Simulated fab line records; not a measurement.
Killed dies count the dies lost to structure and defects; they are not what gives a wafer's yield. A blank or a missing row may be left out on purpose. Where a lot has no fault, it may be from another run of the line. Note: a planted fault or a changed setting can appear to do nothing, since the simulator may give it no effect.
Chamber matching    flow nand harc    NHARC_A_CHANNEL_FILL_D1_ETCHBACK_20 on rie diel-08 has 4 sister chambers
The step etches the open film in C4F8/O2/Ar, target depth 27 nm, time 13.5 s. 6 wafers are shown with their chamber, then 8 later ones without.

WAFERS WITH THEIR CHAMBER
wafer   chamber  rf vpp V (V)  oes product au (a.u.)
L078.1  2        988           0.96
L079.3  0        975           0.99
L079.5  0        975           0.99
L082.1  3        973           1.02
L082.5  1        971           1.01
L088.1  1        974           0.93

WAFERS WHOSE CHAMBER IS MISSING
wafer   rf vpp V (V)  oes product au (a.u.)
L088.3  977           0.92
L088.4  972           0.93
L094.2  972           0.99
L094.3  975           1.01
L094.5  988           0.99
L095.3  974           0.96
L095.4  976           0.98
L095.5  975           0.97

EACH ONE'S CHAMBER
wafer   from the rows above           in truth
L088.3  can't be placed: 0 or 1 or 3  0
L088.4  can't be placed: 1 or 3 or 0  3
L094.2  can't be placed: 1 or 3 or 0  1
L094.3  can't be placed: 0 or 3 or 1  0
L094.5  2                             2
L095.3  can't be placed: 0 or 1 or 3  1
L095.4  can't be placed: 0 or 3 or 1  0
L095.5  can't be placed: 0 or 1 or 3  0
Correctly placed: 1 of 8. Not placeable from these rows: 7 (in 7, the candidates include the true chamber). Placed wrongly: 0.
How it was worked out, from the rows above alone: a wafer's distance from a chamber is the root of the sum, over the readings, of the square of ((its reading less the chamber's mean) divided by the reading's scatter). The wafer belongs to the nearest chamber; if the next one is less than 2 further off, it can't be placed. The mean given for a chamber averages the wafers shown for that chamber. How the scatter is found: for the shown wafers, subtract from each reading the mean of its chamber, square and add these, divide the total by (wafers less chambers), then take the root.
